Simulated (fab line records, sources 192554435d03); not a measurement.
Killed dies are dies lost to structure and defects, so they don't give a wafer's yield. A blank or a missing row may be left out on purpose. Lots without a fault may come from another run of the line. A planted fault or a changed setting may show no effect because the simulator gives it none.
Which tool did it? | flow n5_finfet | 9 lots, 27 wafers sampled, at 5 steps of a route of 1938

WHAT THE GAUGES READ, wafer by wafer
N5_BEOL_M1_CD_MEAS_11: target cd 17.05 nm. Usual: cd_nm 16.96 nm, standard deviation 0.23.
lot  | measured     | on        | cd_nm (nm)        | flag
L778 | day 6 08:13  | cd_sem-02 | 16.83 17.07 16.78 |
L781 | day 7 06:17  | cd_sem-01 | 16.48 16.91 16.66 |
L783 | day 7 14:59  | cd_sem-03 | 16.98 16.86 16.56 |
L785 | day 8 04:13  | cd_sem-03 | 17.17 17.39 17.18 |
L786 | day 8 08:17  | cd_sem-03 | 16.88 17.22 16.71 |
L788 | day 8 23:01  | cd_sem-03 | 16.83 17.14 16.59 |
L798 | day 11 10:56 | cd_sem-03 | 17.07 16.93 16.63 |
L799 | day 11 14:26 | cd_sem-03 | 16.89 16.83 16.97 |
L800 | day 12 00:26 | cd_sem-01 | 16.92 17.46 17.04 |

N5_BEOL_M4_RC_MEAS_101. Usual: DIBL_N 36.5 mV/V, standard deviation 1.9; DIBL_P 36.7 mV/V, standard deviation 2.1; IOFF_N 0.17 nA/um, standard deviation 0.035; IOFF_P 0.22 nA/um, standard deviation 0.042; ION_N 676 uA/um, standard deviation 10; ION_P 462 uA/um, standard deviation 8.1; SS_N 71.5 mV/dec, standard deviation 0.72; SS_P 73.4 mV/dec, standard deviation 0.7; VT_N 249 mV, standard deviation 3.1; VT_P -250 mV, standard deviation 3.9.
lot  | measured     | on        | DIBL_N (mV/V)  | DIBL_P (mV/V)  | IOFF_N (nA/um) | IOFF_P (nA/um) | ION_N (uA/um) | ION_P (uA/um) | SS_N (mV/dec)  | SS_P (mV/dec)  | VT_N (mV)   | VT_P (mV)      | flag
L778 | day 8 12:59  | prober-02 | 38.3 38.4 36.6 | 40.1 40.2 36.9 | 0.21 0.22 0.18 | 0.31 0.31 0.25 | 678 695 681   | 466 481 471   | 72.6 71.9 72.8 | 74.4 74.1 73.3 | 250 245 249 | -246 -244 -246 |
L781 | day 9 01:49  | prober-02 | 38.4 35.4 36.1 | 38.6 36.4 35.7 | 0.18 0.14 0.14 | 0.23 0.21 0.20 | 680 681 662   | 461 466 459   | 72.2 71.0 72.2 | 74.0 73.9 73.5 | 251 251 252 | -250 -249 -251 |
L783 | day 10 04:58 | prober-01 | 36.9 40.6 38.2 | 36.0 39.9 36.8 | 0.17 0.23 0.19 | 0.23 0.30 0.25 | 683 687 678   | 469 467 463   | 70.4 72.6 71.1 | 73.1 74.6 74.0 | 246 245 246 | -247 -242 -246 |
L785 | day 10 08:01 | prober-01 | 33.4 35.6 37.1 | 35.3 37.7 40.5 | 0.13 0.16 0.20 | 0.17 0.20 0.24 | 680 678 681   | 463 461 459   | 70.1 71.2 71.7 | 73.0 73.7 73.8 | 252 251 249 | -253 -251 -250 |
L786 | day 10 14:26 | prober-01 | 36.7 38.7 34.5 | 37.1 39.7 34.2 | 0.16 0.20 0.11 | 0.21 0.26 0.17 | 675 681 657   | 461 468 457   | 72.2 72.9 70.7 | 73.9 74.5 72.2 | 250 247 252 | -251 -246 -253 |
L788 | day 11 11:32 | prober-01 | 36.3 36.8 36.6 | 37.6 37.1 36.7 | 0.17 0.16 0.16 | 0.22 0.21 0.20 | 675 675 678   | 460 460 462   | 71.7 70.9 71.9 | 72.8 73.0 73.3 | 248 251 249 | -250 -251 -254 |
L798 | day 14 04:26 | prober-02 | 35.2 36.2 34.5 | 34.6 36.1 34.0 | 0.12 0.15 0.12 | 0.16 0.17 0.15 | 662 679 659   | 454 458 451   | 71.2 71.1 71.2 | 72.1 73.1 72.1 | 253 247 253 | -255 -254 -256 |
L799 | day 14 12:44 | prober-02 | 36.1 35.7 38.8 | 34.6 35.6 38.9 | 0.13 0.14 0.19 | 0.18 0.19 0.25 | 657 662 676   | 454 455 463   | 71.0 71.3 71.8 | 72.7 73.0 73.1 | 252 252 246 | -253 -253 -247 |
L800 | day 15 12:26 | prober-01 | 35.8 37.7 35.5 | 36.4 38.7 36.3 | 0.18 0.19 0.16 | 0.24 0.26 0.23 | 683 674 682   | 470 460 472   | 71.4 72.8 71.3 | 73.4 73.5 73.2 | 247 246 249 | -247 -248 -247 |

WHICH TOOL RAN EACH LOT (tool, then ch and the chambers of the sampled wafers, then the start)
lot  | N5_BEOL_M1_ETCH_74                 | N5_BEOL_M1_ALD_98                | N5_BEOL_M1_STRIP_36
L778 | rie_diel-05 ch 0,3, day 6 08:32    | ald_sin-02 ch 0,2,3, day 6 10:08 | rie_diel-03 ch 0,2,3, day 6 19:10
L781 | rie_diel-04 ch 1,2,3, day 7 07:23  | ald_sin-04 ch 0,3, day 7 09:22   | rie_diel-05 ch 2,3, day 7 10:37
L783 | rie_diel-05 ch 0,1,3, day 7 15:09  | ald_sin-02 ch 2,3, day 7 16:07   | rie_diel-03 ch 0,1,2, day 7 23:37
L785 | rie_diel-03 ch 0,1,2, day 8 04:22  | ald_sin-02 ch 0,2, day 8 05:44   | rie_diel-05 ch 1,3, day 8 12:50
L786 | rie_diel-05 ch 0,1, day 8 08:36    | ald_sin-02 ch 1,3, day 8 09:56   | rie_diel-03 ch 0,2,3, day 8 13:17
L788 | rie_diel-04 ch 1,2,3, day 9 00:19  | ald_sin-04 ch 0,1,2, day 9 01:41 | rie_diel-05 ch 1,2, day 9 13:37
L798 | rie_diel-05 ch 2,3, day 11 11:13   | ald_sin-04 ch 0,1, day 11 12:26  | rie_diel-04 ch 0,1,3, day 11 13:48
L799 | rie_diel-05 ch 0,1, day 11 14:48   | ald_sin-04 ch 1,3, day 11 15:51  | rie_diel-03 ch 1,3, day 12 05:02
L800 | rie_diel-04 ch 0,1,3, day 12 00:35 | ald_sin-02 ch 1,3, day 12 01:44  | rie_diel-03 ch 0,1,3, day 12 11:04
- N5_BEOL_M1_ETCH_74: etches underlayer in N2/H2, target depth 6.5 nm, time 5.2 s.
- N5_BEOL_M1_ALD_98: deposits SiO2, target thk 2.5 nm, pulse time 1 s, co reactant pulse time 1 s.
- N5_BEOL_M1_STRIP_36: strips in N2/H2.

WHAT THE TOOLS THEMSELVES READ (means of the sampled wafers that have a number; where no wafer has one, the mark that the record gives instead)
N5_BEOL_M1_ETCH_74. Usual: bias_w 150.0 W, standard deviation 0.43; drypump_motor_current_A 5.5 A, standard deviation 0.5; etch_rf_on_time_s 5.19 s, standard deviation 0.091; oes_product_au 0.68 a.u., standard deviation 0.069; rf_vpp_V 525 V, standard deviation 3; showerhead_plenum_p_Torr 2.58 Torr, standard deviation 0.1; throttle_valve_pct 17.88 %, standard deviation 0.22.
lot  | tool        | bias_w (W) | drypump_motor_current_A (A) | etch_rf_on_time_s (s) | oes_product_au (a.u.) | rf_vpp_V (V) | showerhead_plenum_p_Torr (Torr) | throttle_valve_pct (%) | flag
L778 | rie_diel-05 | 150.0      | 6.0                         | 5.26                  | 0.76                  | 525          | 2.55                            | 17.52                  |
L781 | rie_diel-04 | 149.8      | 5.0                         | 5.15                  | 0.63                  | 525          | 2.56                            | 17.98                  |
L783 | rie_diel-05 | 150.3      | 5.9                         | 5.13                  | 0.74                  | 526          | 2.62                            | 17.68                  |
L785 | rie_diel-03 | 150.0      | 5.7                         | 5.21                  | 0.63                  | 522          | 2.53                            | 18.04                  |
L786 | rie_diel-05 | 150.2      | 5.7                         | 5.07                  | 0.73                  | 528          | 2.69                            | 17.83                  |
L788 | rie_diel-04 | 150.1      | 5.0                         | 5.20                  | 0.63                  | 526          | 2.56                            | 18.01                  |
L798 | rie_diel-05 | 150.1      | 5.8                         | 5.16                  | 0.74                  | 526          | 2.54                            | 17.63                  |
L799 | rie_diel-05 | 149.8      | 5.7                         | 5.15                  | 0.70                  | 528          | 2.68                            | 17.88                  |
L800 | rie_diel-04 | 149.9      | 5.0                         | 5.29                  | 0.61                  | 524          | 2.60                            | 17.99                  |

N5_BEOL_M1_ALD_98. Usual: heater_power_w 79 W, standard deviation 7.1; precursor_pulse_height_rel 0.999, standard deviation 0.019.
lot  | tool       | heater_power_w (W) | precursor_pulse_height_rel | flag
L778 | ald_sin-02 | 78                 | 1.002                      |
L781 | ald_sin-04 | 78                 | 0.995                      |
L783 | ald_sin-02 | 77                 | 0.990                      |
L785 | ald_sin-02 | 75                 | 0.992                      |
L786 | ald_sin-02 | 71                 | 1.005                      |
L788 | ald_sin-04 | 81                 | 1.000                      |
L798 | ald_sin-04 | 81                 | 1.001                      |
L799 | ald_sin-04 | 79                 | 0.999                      |
L800 | ald_sin-02 | 70                 | 0.989                      |

N5_BEOL_M1_STRIP_36. Usual: drypump_motor_current_A 5.6 A, standard deviation 0.53; oes_product_au 0.80 a.u., standard deviation 0.09; rf_vpp_V 59.3 V, standard deviation 1.5; showerhead_plenum_p_Torr 2.56 Torr, standard deviation 0.097; throttle_valve_pct 23.63 %, standard deviation 0.26.
lot  | tool        | drypump_motor_current_A (A) | oes_product_au (a.u.) | rf_vpp_V (V) | showerhead_plenum_p_Torr (Torr) | throttle_valve_pct (%) | flag
L778 | rie_diel-03 | 5.8                         | 0.73                  | 57.6         | 2.51                            | 23.81                  |
L781 | rie_diel-05 | 5.4                         | 0.95                  | 59.1         | 2.62                            | 23.52                  |
L783 | rie_diel-03 | 5.7                         | 0.73                  | 57.8         | 2.53                            | 23.77                  |
L785 | rie_diel-05 | 6.0                         | 0.87                  | 59.7         | 2.53                            | 23.39                  |
L786 | rie_diel-03 | 5.8                         | 0.81                  | 59.6         | 2.51                            | 23.69                  |
L788 | rie_diel-05 | 5.2                         | 0.89                  | 59.7         | 2.69                            | 23.64                  |
L798 | rie_diel-04 | 5.1                         | 0.73                  | 57.9         | 2.60                            | 23.81                  |
L799 | rie_diel-03 | 6.2                         | 0.83                  | 58.8         | 2.49                            | 23.69                  |
L800 | rie_diel-03 | 5.7                         | 0.78                  | 58.7         | 2.47                            | 23.79                  |

THE ANSWER, worked out from the rows above alone
Rule: a lot is off if the mean of its wafers that have a number lies more than 3 standard deviations from the usual mean. A lot without any number at a reading at which 4 lots or more have one is off too. The other lots that the step has rows for count as sound. The gauges are gone through in route order, then the tools' own readings, and for those a lot's mean is taken as printed above. The first step at which some lot is off is used, and at that step the reading that is off furthest; a lot without a number counts as furthest.
No lot is off at any reading shown: from this, nothing can be told.

WHAT THE SIMULATOR HAD PUT IN
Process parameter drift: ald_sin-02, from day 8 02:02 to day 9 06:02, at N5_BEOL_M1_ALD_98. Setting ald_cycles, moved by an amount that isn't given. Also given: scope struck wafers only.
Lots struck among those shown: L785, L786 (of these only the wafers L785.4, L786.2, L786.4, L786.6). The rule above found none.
